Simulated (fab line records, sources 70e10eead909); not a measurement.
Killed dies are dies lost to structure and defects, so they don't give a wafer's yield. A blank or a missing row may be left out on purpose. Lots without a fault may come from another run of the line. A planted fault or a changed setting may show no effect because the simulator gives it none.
fab line records | flow nand_harc
record lots=24 wafers=72 last_day=25
route steps=1159 shown A_M0@1010 A_M1@1036
lots that met no fault: from a run of the same line without faults
start_h: hours from the record's first day to the start of the lot's first wafer shown | wait_h: hours since the lot's step before | " the same as in the row above | L1.1+2: a row that stands for several wafers | - no value, or no start given | * or withheld: withheld | < > ~ a bound
route shown NAME@n: a module of which the file shows steps, and the number in the route of the first | usual: mean/standard deviation of fault-free wafers | same: alike in all rows | chamber/n: place in a boat | sites: the reading at each site | _std_site: their standard deviation | _edge_site: outer sites' mean less inner sites' | radius_mm: how far each site lies from the wafer's centre | mask NAME#n: copy n | behind: the tool/chamber that last shaped the wafer | hold: why the lot was held/for how many hours/how that ended | device: the transistor (n, p or np) that didn't switch | end of line: the same wafers' tests at the end of the route | a step without rows: its recipe alone | killed: dies lost to structure and defects at the first sort, not the wafer's yield | map: a wafer's dies, x killed, . not, _ none there
set.NAME: the setting as run; set.NAME@STEP: as run at that earlier step | model.NAME: the simulator's own value behind a step, which no gauge read
steps of the route over a sample of lots; a table a step, a row a wafer
services: from which hour (start_h, from the record's first day; less than 0 if before it) a tool's chamber was out of use, for how many hours, and why
## steps
# step NHARC_A_M0_CD_MEAS_16
# usual cd_nm=80.6/1
# columns lot.wafer tool chamber start_h wait_h cd_nm
L075.1 cd_sem-01 - 407.18 - 80.3
L075.4 " - " " 79.9
L075.6 " - " " 80.1
L074.1 cd_sem-03 - 407.61 - 81.7
L074.2 " - " " 82.0
L074.5 " - " " 80.2
L076.3 cd_sem-01 - 409.14 - 81.1
L076.4 " - " " 81.1
L076.5 " - " " 81.5
L077.4 cd_sem-03 - 410.32 - 80.7
L077.5 " - " " 80.7
L077.6 " - " " 79.1
L078.1 cd_sem-01 - 423.57 - 80.7
L078.3 " - " " 81.9
L078.4 " - " " 81.1
L079.1 cd_sem-02 - 427.05 - 81.8
L079.4 " - " " 81.4
L079.5 " - " " 80.6
L080.1 cd_sem-01 - 436.12 - 80.4
L080.3 " - " " 78.7
L080.4 " - " " 78.5
L081.1 cd_sem-01 - 441.57 - 81.8
L081.3 " - " " 80.4
L081.6 " - " " 81.5
L082.1 cd_sem-03 - 454.36 - 80.1
L082.2 " - " " 80.6
L082.4 " - " " 80.0
L083.1 cd_sem-02 - 454.90 - 80.3
L083.2 " - " " 79.1
L083.4 " - " " 78.9
L084.4 cd_sem-03 - 458.36 - 80.4
L084.5 " - " " 79.5
L084.6 " - " " 79.0
L085.1 cd_sem-02 - 463.29 - 81.2
L085.4 " - " " 80.1
L085.5 " - " " 80.5
L086.1 cd_sem-02 - 466.00 - 81.8
L086.3 " - " " 80.0
L086.5 " - " " 81.0
L088.1 cd_sem-02 - 467.54 - 81.8
L088.3 " - " " 80.2
L088.5 " - " " 80.3
L087.1 cd_sem-03 - 473.23 - 80.7
L087.5 " - " " 79.3
L087.6 " - " " 79.7
L089.1 cd_sem-03 - 510.47 - 80.8
L089.2 " - " " 80.3
L089.6 " - " " 81.2
L092.1 cd_sem-03 - 510.90 - 80.2
L092.2 " - " " 79.5
L092.3 " - " " 81.1
L090.1 cd_sem-02 - 511.15 - 80.3
L090.3 " - " " 81.1
L090.6 " - " " 80.9
L091.4 cd_sem-01 - 511.63 - 79.5
L091.5 " - " " 81.1
L091.6 " - " " 79.9
L093.2 cd_sem-02 - 518.64 - 81.0
L093.3 " - " " 81.4
L093.6 " - " " 81.6
L094.2 cd_sem-03 - 525.00 - 79.2
L094.4 " - " " 79.4
L094.5 " - " " 79.5
L096.1 cd_sem-01 - 529.20 - 79.7
L096.2 " - " " 79.9
L096.3 " - " " 80.5
L095.3 cd_sem-03 - 534.81 - 80.3
L095.5 " - " " 81.3
L095.6 " - " " 82.7
L097.3 cd_sem-01 - 541.95 - 80.8
L097.4 " - " " 80.7
L097.6 " - " " 80.1
# step NHARC_A_M0_PVD_20
# recipe target_thk_a=50 bias_v=168.6 power_w=15000 chamber_pressure_pa=0.12 time_s=8.06 substrate_temp_c=50 material=TaN
# usual cathode_dc_power_W=15000/2.8 throttle_valve_pct=29.8/1.1
# columns lot.wafer tool chamber start_h wait_h cathode_dc_power_W throttle_valve_pct
L075.1 pvd_sputter-03 - - - 15001 31.7
L075.4 " - " " 15001 30.3
L075.6 " - " " 15001 31.6
L074.2 pvd_sputter-01 - - - 15008 31.0
L074.1 " - " " 14999 30.1
L074.5 " - " " 15000 30.7
L076.4 pvd_sputter-02 - - - 14998 31.1
L076.3 " - " " 14995 28.0
L076.5 " - " " 15005 29.5
L077.4 pvd_sputter-03 - - - 15000 30.5
L077.5 " - " " 15001 29.7
L077.6 " - " " 15001 30.4
L078.4 pvd_sputter-03 - - - 14994 29.7
L078.1 " - " " 15002 30.1
L078.3 " - " " 15001 29.3
L079.1 pvd_sputter-02 - - - 15002 29.4
L079.4 " - " " 15001 31.0
L079.5 " - " " 14996 27.9
L080.4 pvd_sputter-02 - - - 15004 31.1
L080.1 " - " " 15001 29.5
L080.3 " - " " 14998 30.6
L081.3 pvd_sputter-01 - - - 14998 28.2
L081.1 " - " " 14999 31.1
L081.6 " - " " 15004 28.4
L082.2 pvd_sputter-01 - - - 15001 28.3
L082.4 " - " " 15003 30.0
L082.1 " - " " 14998 30.8
L083.1 pvd_sputter-03 - - - 14995 29.7
L083.4 " - " " 15000 30.1
L083.2 " - " " 14999 31.5
L084.4 pvd_sputter-02 - - - 15002 30.3
L084.5 " - " " 15001 30.4
L084.6 " - " " 14998 30.8
L085.4 pvd_sputter-02 - - - 14996 30.8
L085.1 " - " " 14999 29.6
L085.5 " - " " 14995 30.9
L086.1 pvd_sputter-01 - - - 15002 31.2
L086.3 " - " " 14996 29.7
L086.5 " - " " 15004 28.1
L088.1 pvd_sputter-02 - - - 15003 31.1
L088.3 " - " " 15000 28.2
L088.5 " - " " 15003 30.9
L087.1 pvd_sputter-01 - - - 14995 30.9
L087.5 " - " " 14998 28.1
L087.6 " - " " 15007 30.0
L089.2 pvd_sputter-02 - - - 15001 30.4
L089.1 " - " " 15003 30.9
L089.6 " - " " 14998 28.2
L092.1 pvd_sputter-01 - - - 15002 30.2
L092.2 " - " " 15003 28.7
L092.3 " - " " 14996 31.0
L090.3 pvd_sputter-02 - - - 15002 31.0
L090.1 " - " " 14998 28.1
L090.6 " - " " 14997 31.2
L091.4 pvd_sputter-01 - - - 14998 29.8
L091.5 " - " " 15003 28.9
L091.6 " - " " 14999 31.1
L093.3 pvd_sputter-03 - - - 14998 30.0
L093.2 " - " " 15004 31.7
L093.6 " - " " 15005 30.3
L094.4 pvd_sputter-01 - - - 15000 29.6
L094.2 " - " " 14994 29.5
L094.5 " - " " 15003 28.7
L096.3 pvd_sputter-01 - - - 15003 29.4
L096.2 " - " " 15002 31.7
L096.1 " - " " 15002 28.8
L095.3 pvd_sputter-01 - - - 15002 29.6
L095.6 " - " " 14997 29.6
L095.5 " - " " 15001 29.8
L097.3 pvd_sputter-02 - - - 15000 30.6
L097.4 " - " " 14999 30.7
L097.6 " - " " 15004 29.2
# step NHARC_A_M0_CMP_23
# recipe t_overpolish_s=20 target_thk_nm=113.75
# usual motor_current_A=12.3/1.2 time_to_endpoint_s=29.0/2.5
# columns lot.wafer tool chamber start_h wait_h motor_current_A time_to_endpoint_s
L075.4 cmp-02 2 409.02 - 13.0 28.2
L075.1 " 0 " " 11.6 33.1
L075.6 " 3 " " 10.6 25.4
L074.2 cmp-02 2 409.33 - 12.1 24.8
L074.1 " 3 " " 10.8 25.8
L074.5 " 3 " " 10.9 25.5
L076.4 cmp-03 1 411.10 - 13.1 29.7
L076.3 " 2 " " 11.5 30.4
L076.5 " 1 " " 13.0 30.5
L077.4 cmp-03 0 412.07 - 12.0 29.6
L077.6 " 3 " " 14.5 32.7
L077.5 " 0 " " 11.7 29.8
L078.3 cmp-03 2 425.38 - 11.4 28.9
L078.4 " 3 " " 14.4 31.3
L078.1 " 0 " " 12.1 31.0
L079.4 cmp-04 2 428.78 - 11.9 29.8
L079.1 " 3 " " 14.3 29.0
L079.5 " 1 " " 13.4 29.6
L080.4 cmp-04 1 438.37 - 13.3 25.1
L080.1 " 2 " " 11.6 27.2
L080.3 " 0 " " 11.2 26.6
L081.3 cmp-04 1 443.27 - 14.1 27.7
L081.1 " 3 " " 14.2 27.8
L081.6 " 2 " " 11.5 27.8
L082.2 cmp-03 2 456.18 - 11.5 28.4
L082.4 " 3 " " 14.1 25.2
L082.1 " 0 " " 11.8 26.6
L083.1 cmp-04 0 456.62 - 11.1 30.0
L083.4 " 1 " " 13.7 31.6
L083.2 " 3 " " 13.9 30.9
L084.4 cmp-03 0 460.13 - 12.2 27.3
L084.6 " 1 " " 12.7 24.8
L084.5 " 2 " " 11.4 28.1
L085.4 cmp-03 0 465.02 - 11.0 28.8
L085.1 " 2 " " 11.3 27.7
L085.5 " 0 " " 11.8 30.3
L086.3 cmp-02 1 467.77 - 11.6 30.2
L086.1 " 3 " " 10.0 23.7
L086.5 " 1 " " 11.2 29.9
L088.1 cmp-04 1 469.88 - 13.1 28.9
L088.3 " 2 " " 11.8 30.0
L088.5 " 0 " " 10.4 30.7
L087.1 cmp-03 3 474.98 - 13.6 30.5
L087.6 " 2 " " 11.4 30.0
L087.5 " 3 " " 13.1 30.0
L089.2 cmp-03 1 512.18 - 12.8 27.3
L089.1 " 0 " " 11.9 28.9
L089.6 " 2 " " 11.8 27.3
L092.1 cmp-02 1 512.63 - 10.7 32.8
L092.3 " 2 " " 12.6 26.4
L092.2 " 3 " " 10.4 25.3
L090.3 cmp-04 2 512.95 - 12.1 28.1
L090.1 " 3 " " 15.2 31.2
L090.6 " 0 " " 11.4 29.5
L091.4 cmp-03 0 513.33 - 11.4 27.7
L091.5 " 0 " " 11.2 24.1
L091.6 " 1 " " 13.1 25.8
L093.2 cmp-04 0 520.39 - 11.3 27.7
L093.3 " 1 " " 13.4 30.1
L093.6 " 1 " " 13.3 32.5
L094.4 cmp-04 2 526.73 - 12.3 30.3
L094.2 " 3 " " 13.6 31.1
L094.5 " 1 " " 13.2 32.3
L096.2 cmp-03 1 530.93 - 12.3 25.6
L096.3 " 2 " " 11.1 27.6
L096.1 " 3 " " 15.0 27.2
L095.3 cmp-02 0 536.56 - 10.8 33.8
L095.5 " 2 " " 13.1 28.4
L095.6 " 3 " " 10.8 26.7
L097.3 cmp-03 0 543.79 - 11.6 29.9
L097.4 " 2 " " 11.7 28.2
L097.6 " 3 " " 14.2 29.9
# step NHARC_A_M0_PRE_CLEAN_31
# recipe time_s=12 temp_c=370 rf_power_w=300 gas=NH3
# usual heater_power_w=620/59
# columns lot.wafer tool chamber start_h wait_h heater_power_w
L075.1 pecvd-01 1 409.56 0.1 620
L075.4 " 1 " " 624
L075.6 " 2 " " 620
L074.1 pecvd-03 2 409.88 0.1 604
L074.2 " 0 " " 525
L074.5 " 1 " " 669
L076.3 pecvd-03 0 411.78 0.1 520
L076.5 " 1 " " 586
L076.4 " 2 " " 605
L077.5 pecvd-01 2 412.62 0.1 712
L077.4 " 0 " " 568
L077.6 " 1 " " 697
L078.3 pecvd-04 0 425.91 0.1 680
L078.1 " 2 " " 695
L078.4 " 1 " " 641
L079.1 pecvd-04 1 429.29 0.1 575
L079.5 " 2 " " 703
L079.4 " 0 " " 654
L080.1 pecvd-01 0 438.93 0.1 566
L080.3 " 1 " " 674
L080.4 " 1 " " 678
L081.1 pecvd-04 1 443.81 0.1 618
L081.3 " 2 " " 687
L081.6 " 1 " " 613
L082.1 pecvd-04 2 456.70 0.1 705
L082.2 " 1 " " 602
L082.4 " 0 " " 575
L083.2 pecvd-04 1 457.67 0.6 653
L083.1 " 2 " " 650
L083.4 " 1 " " 659
L084.6 pecvd-03 2 460.62 0.1 624
L084.4 " 0 " " 511
L084.5 " 1 " " 586
L085.1 pecvd-03 1 465.60 0.1 587
L085.4 " 2 " " 629
L085.5 " 1 " " 594
L086.1 pecvd-03 1 468.28 0.1 668
L086.3 " 2 " " 562
L086.5 " 1 " " 675
L088.3 pecvd-01 1 470.45 0.2 737
L088.1 " 2 " " 697
L088.5 " 2 " " 698
L087.1 pecvd-01 0 475.53 0.1 592
L087.5 " 1 " " 702
L087.6 " 2 " " 633
L089.1 pecvd-04 1 512.75 0.1 572
L089.2 " 2 " " 707
L089.6 " 0 " " 611
L092.3 pecvd-01 2 513.14 0.1 599
L092.2 " 0 " " 572
L092.1 " 1 " " 639
L090.3 pecvd-01 0 513.48 0.1 576
L090.1 " 1 " " 653
L090.6 " 1 " " 677
L091.5 pecvd-01 2 513.94 0.1 707
L091.6 " 0 " " 513
L091.4 " 1 " " 666
L093.3 pecvd-01 1 521.00 0.1 693
L093.2 " 2 " " 618
L093.6 " 0 " " 571
L094.2 pecvd-03 1 527.98 0.8 626
L094.4 " 0 " " 600
L094.5 " 1 " " 621
L096.2 pecvd-03 1 531.46 0.1 686
L096.1 " 2 " " 591
L096.3 " 0 " " 511
L095.3 pecvd-03 1 537.06 0.1 592
L095.6 " 0 " " 548
L095.5 " 1 " " 573
L097.3 pecvd-01 0 544.33 0.1 505
L097.6 " 1 " " 685
L097.4 " 0 " " 520
# step NHARC_A_M1_CD_MEAS_09
# recipe target_cd_nm=120 landing_energy_ev=500
# usual cd_nm=119.8/0.63
# columns lot.wafer tool chamber start_h wait_h cd_nm
L075.1 cd_sem-03 0 410.76 - 121.0
L075.4 " 0 " " 119.1
L075.6 " 0 " " 121.4
L074.1 cd_sem-01 0 411.21 - 119.6
L074.2 " 0 " " 118.6
L074.5 " 0 " " 119.2
L076.3 cd_sem-03 0 413.29 - 119.7
L076.4 " 0 " " 120.0
L076.5 " 0 " " 119.6
L077.4 cd_sem-01 0 413.92 - 120.5
L077.5 " 0 " " 120.4
L077.6 " 0 " " 119.7
L078.1 cd_sem-02 0 427.15 - 120.1
L078.3 " 0 " " 120.6
L078.4 " 0 " " 120.7
L079.1 cd_sem-02 0 430.60 - 119.8
L079.4 " 0 " " 119.5
L079.5 " 0 " " 120.3
L080.1 cd_sem-01 0 440.25 - 119.6
L080.3 " 0 " " 119.9
L080.4 " 0 " " 119.4
L081.1 cd_sem-02 0 445.14 - 120.1
L081.3 " 0 " " 118.7
L081.6 " 0 " " 119.2
L082.1 cd_sem-01 0 458.21 - 120.0
L082.2 " 0 " " 119.8
L082.4 " 0 " " 120.1
L083.1 cd_sem-01 0 459.03 - 119.9
L083.2 " 0 " " 120.3
L083.4 " 0 " " 119.5
L084.4 cd_sem-01 0 462.02 - 121.1
L084.5 " 0 " " 120.7
L084.6 " 0 " " 119.9
L085.1 cd_sem-03 0 466.93 - 120.2
L085.4 " 0 " " 120.4
L085.5 " 0 " " 120.4
L086.1 cd_sem-03 0 469.46 - 120.2
L086.3 " 0 " " 120.0
L086.5 " 0 " " 120.2
L088.1 cd_sem-02 0 471.78 - 119.9
L088.3 " 0 " " 118.4
L088.5 " 0 " " 119.6
L087.1 cd_sem-03 0 476.83 - 119.3
L087.5 " 0 " " 120.2
L087.6 " 0 " " 120.6
L089.1 cd_sem-02 0 513.92 - 120.1
L089.2 " 0 " " 119.7
L089.6 " 0 " " 120.2
L092.1 cd_sem-02 0 514.46 - 120.2
L092.2 " 0 " " 120.1
L092.3 " 0 " " 119.6
L090.1 cd_sem-01 0 514.81 - 120.6
L090.3 " 0 " " 119.3
L090.6 " 0 " " 120.0
L091.4 cd_sem-01 0 515.22 - 120.3
L091.5 " 0 " " 119.5
L091.6 " 0 " " 119.5
L093.2 cd_sem-03 0 522.32 - 119.8
L093.3 " 0 " " 120.0
L093.6 " 0 " " 120.2
L094.2 cd_sem-01 0 529.29 - 118.7
L094.4 " 0 " " 120.1
L094.5 " 0 " " 120.8
L096.1 cd_sem-03 0 532.67 - 119.5
L096.2 " 0 " " 119.7
L096.3 " 0 " " 119.8
L095.3 cd_sem-02 0 538.38 - 119.8
L095.5 " 0 " " 119.1
L095.6 " 0 " " 120.4
L097.3 cd_sem-03 0 545.64 - 119.0
L097.4 " 0 " " 118.1
L097.6 " 0 " " 119.1
# step NHARC_A_M1_PVD_20
# recipe target_thk_a=50 bias_v=168.6 power_w=15000 chamber_pressure_pa=0.12 time_s=8.06 substrate_temp_c=50 material=TaN
# usual cathode_dc_power_W=15000/2.3 throttle_valve_pct=29.9/0.99
# columns lot.wafer tool chamber start_h wait_h cathode_dc_power_W throttle_valve_pct
L075.4 pvd_sputter-03 - - - 14998 30.2
L075.1 " - " " 14998 31.6
L075.6 " - " " 15001 29.2
L074.1 pvd_sputter-01 - - - 15000 29.9
L074.2 " - " " 14999 28.9
L074.5 " - " " 14998 29.9
L076.3 pvd_sputter-03 - - - 14998 29.8
L076.4 " - " " 14999 29.8
L076.5 " - " " 14996 29.7
L077.4 pvd_sputter-02 - - - 15001 28.2
L077.5 " - " " 15000 30.4
L077.6 " - " " 15004 30.9
L078.3 pvd_sputter-02 - - - 14997 31.1
L078.1 " - " " 15003 29.5
L078.4 " - " " 14999 30.5
L079.1 pvd_sputter-03 - - - 14997 29.8
L079.4 " - " " 15001 31.6
L079.5 " - " " 14999 30.3
L080.4 pvd_sputter-02 - - - 15002 30.5
L080.3 " - " " 14997 31.0
L080.1 " - " " 15002 28.1
L081.1 pvd_sputter-03 - - - 14999 30.3
L081.3 " - " " 15003 31.8
L081.6 " - " " 14997 30.3
L082.2 pvd_sputter-01 - - - 14999 31.0
L082.4 " - " " 15003 28.3
L082.1 " - " " 14997 28.9
L083.1 pvd_sputter-02 - - - 15001 29.4
L083.2 " - " " 14995 30.9
L083.4 " - " " 14999 28.3
L084.4 pvd_sputter-02 - - - 14999 30.3
L084.6 " - " " 14998 29.5
L084.5 " - " " 14995 30.6
L085.1 pvd_sputter-03 - - - 15001 31.5
L085.4 " - " " 15002 30.2
L085.5 " - " " 15001 31.3
L086.3 pvd_sputter-03 - - - 15001 29.6
L086.1 " - " " 14996 30.1
L086.5 " - " " 14997 31.6
L088.3 pvd_sputter-01 - - - 15004 28.9
L088.1 " - " " 14996 28.3
L088.5 " - " " 14999 30.9
L087.1 pvd_sputter-02 - - - 15000 30.4
L087.5 " - " " 15004 28.0
L087.6 " - " " 14997 29.5
L089.1 pvd_sputter-03 - - - 15002 28.6
L089.2 " - " " 15001 31.7
L089.6 " - " " 14999 30.2
L092.3 pvd_sputter-02 - - - 15000 30.3
L092.2 " - " " 15005 28.1
L092.1 " - " " 15001 29.2
L090.3 pvd_sputter-03 - - - 15001 30.1
L090.1 " - " " 14999 31.5
L090.6 " - " " 15003 29.5
L091.4 pvd_sputter-02 - - - 15004 29.3
L091.5 " - " " 15003 30.4
L091.6 " - " " 14998 30.9
L093.3 pvd_sputter-03 - - - 15002 30.3
L093.2 " - " " 14999 31.7
L093.6 " - " " 14998 30.0
L094.4 pvd_sputter-01 - - - 15002 29.4
L094.2 " - " " 14997 28.7
L094.5 " - " " 14999 29.6
L096.1 pvd_sputter-02 - - - 14998 29.5
L096.2 " - " " 14999 30.5
L096.3 " - " " 14999 28.3
L095.3 pvd_sputter-02 - - - 14999 29.6
L095.6 " - " " 14995 28.2
L095.5 " - " " 14999 29.6
L097.4 pvd_sputter-02 - - - 15000 29.4
L097.3 " - " " 15002 31.1
L097.6 " - " " 14997 29.6
## services
# columns tool chamber start_h hours kind
pvd_sputter-02 - 392.00 10.0 pm
pvd_sputter-03 - 392.81 0.6 repair
cmp-04 - 399.11 4.0 pm
pecvd-01 - 418.50 13.0 pm
pecvd-01 0 418.50 13.0 vent_cycle
pecvd-01 1 418.50 13.0 vent_cycle
cmp-04 - 422.64 2.6 repair
cmp-02 - 422.65 4.0 pm
cmp-03 - 434.41 1.4 repair
cmp-02 - 435.37 0.4 repair
cmp-03 - 450.93 4.0 pm
pvd_sputter-03 - 453.96 1.3 repair
cmp-03 - 454.93 - consumable_replace:conditioner
cmp-03 - 454.93 - consumable_replace:pad
pvd_sputter-03 - 458.08 10.0 pm
pecvd-03 - 473.48 13.0 pm
pvd_sputter-01 - 475.15 3.3 repair
cmp-03 - 476.05 2.6 repair
cmp-04 - 497.11 4.0 pm
cmp-02 - 505.69 5.4 repair
pecvd-03 - 511.88 1.7 repair
pvd_sputter-01 - 514.83 10.0 pm
cmp-02 - 520.77 4.0 pm
pvd_sputter-01 - 540.76 12.0 repair
## key
fault none
